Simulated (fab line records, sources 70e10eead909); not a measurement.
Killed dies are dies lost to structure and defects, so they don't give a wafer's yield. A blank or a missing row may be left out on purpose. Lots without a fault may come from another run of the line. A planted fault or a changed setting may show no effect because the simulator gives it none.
A struck lot beside a sound one | flow nand_harc | 15 steps out of a route of 1159
Sound: wafers L184.1, L184.3, L184.4. Struck: wafer L189.2. (L189.3 of the same lot was not struck and is left out.) The cause comes at the end.
At each step with rows: each side's tool, then ch and its chambers, then its first start. Under that, the readings that differ: sound wafers | struck wafers | difference of the means | sigmas: that difference in standard deviations of wafers without a fault.
alike: readings whose means differ by less than 2 such deviations, and words and numbers that are the same on both sides. not compared: withheld readings, readings that some wafer has no value for, bounds like >300 that may hide the same value, and numbers for which the record gives no deviation and whose values overlap.
The two part at a step that has a row with sigmas, a row that says differs or no value, or rows on one side only. Numbers that don't overlap but have no deviation are shown without sigmas and don't part them. A reading that every wafer of one side lacks parts them only if that side has two wafers or more.

NHARC_P_GATE_INSPECT_28:
  sound on defect_inspect-01, day 6 12:28; struck on defect_inspect-02, day 7 20:16
  alike: raw_defect_count
NHARC_P_GATE_DESCUM_31: chemistry O2, time 3 s.
  sound on rie_diel-03 ch 0,2,3, day 6 12:32; struck on rie_diel-10 ch 2, day 7 20:20
  reading                | sound                | struck | difference | sigmas
  rf_hours_counter_h (h) | 27 29 20             | 33     | +8         |
  throttle_valve_pct (%) | 11.304 11.296 11.320 | 11.329 | +0.022     | +2
  alike: drypump_motor_current_A, mfc_ar_sccm, oes_product_au, rf_vpp_V, showerhead_plenum_p_Torr
then, 1 step without rows for these wafers: NHARC_P_GATE_ETCH_104 (etches the open film in CF4/CHF3, target depth 60 nm).
NHARC_P_GATE_HM_OPEN_105: chemistry O2/COS, target depth 360 nm.
  sound on rie_diel-03 ch 0,2,3; struck on rie_diel-10 ch 1
  reading                     | sound       | struck | difference | sigmas
  drypump_motor_current_A (A) | 6.1 5.2 5.1 | 6.8    | +1.3       | +2
  rf_hours_counter_h (h)      | 21 28 29    | 33     | +7         |
  alike: mfc_ar_sccm, oes_product_au, rf_vpp_V, showerhead_plenum_p_Torr, throttle_valve_pct
then, 1 step without rows for these wafers: NHARC_P_GATE_STRIP_106 (strips in O2/COS).
NHARC_P_GATE_ETCH_114: etches the open film in CF4/O2, target depth 30 nm, overetch 3 nm, time 16.5 s.
  sound on rie_diel-03 ch 1,2,3; struck on rie_diel-10 ch 0
  reading                | sound    | struck | difference | sigmas
  rf_hours_counter_h (h) | 28 21 28 | 30     | +4         |
  alike: drypump_motor_current_A, mfc_ar_sccm, oes_product_au, rf_vpp_V, showerhead_plenum_p_Torr, throttle_valve_pct
NHARC_P_GATE_ETCH_32: etches the open film in HBr/Cl2, target depth 150 nm, time 100.1 s.
  sound on rie_si-03 ch 1,2,3, day 6 13:08; struck on rie_si-02 ch 3, day 7 20:52
  reading                | sound       | struck | difference | sigmas
  rf_hours_counter_h (h) | 1.3 1.3 1.3 | 1.2    | -0.1       |
  alike: drypump_motor_current_A, oes_product_au, throttle_valve_pct
NHARC_P_GATE_STRIP_108: strips in O2.
  sound on rie_diel-10 ch 0,1,2, day 6 13:21; struck on rie_diel-12 ch 0, day 7 21:01
  reading                | sound    | struck | difference | sigmas
  rf_hours_counter_h (h) | 27 27 25 | 44     | +18        |
  alike: drypump_motor_current_A, mfc_ar_sccm, oes_product_au, rf_vpp_V, showerhead_plenum_p_Torr, throttle_valve_pct
NHARC_P_GATE_CD_MEAS_33:
  sound on cd_sem-01, day 6 13:31; struck on cd_sem-03, day 7 21:11
  alike: cd_nm
then, 3 steps without rows for these wafers: NHARC_P_GATE_STRIP_35 (strips in SPM, time 600 s); NHARC_P_GATE_PRECLEAN_73 (cleans in SC1); NHARC_P_GATE_SRD_74.
NHARC_P_GATE_ALD_36: deposits SiNx, target thk 20 nm, pulse time 60 s, ald cycles 223.
  sound on ald_sin-03 ch 1,2,3, day 6 13:58; struck on ald_sin-02 ch 3, day 7 23:47
  reading    | sound       | struck | difference | sigmas
  ald_cycles | 223 223 223 | 208    | -15        |
  alike: heater_power_w, precursor_pulse_height_rel
then, 1 step without rows for these wafers: NHARC_P_GATE_ETCHBACK_37 (etches the open film in CHF3/O2, target depth 34.5 nm, time 17.2 s).
-- the record jumps here: 14 days lie between the struck wafers' starts before and after (it left off in module P_GATE and takes up again in module END, whose first step shown is number 1159 of the route) --
NHARC_END_SORT_01:
  the record has rows for the struck wafers here (prober-01 ch 0, day 21 21:32) and none for the sound ones

WHERE THEY PART
First at NHARC_P_GATE_DESCUM_31; last, within this record, at NHARC_END_SORT_01.

WHY: what the simulator had put in
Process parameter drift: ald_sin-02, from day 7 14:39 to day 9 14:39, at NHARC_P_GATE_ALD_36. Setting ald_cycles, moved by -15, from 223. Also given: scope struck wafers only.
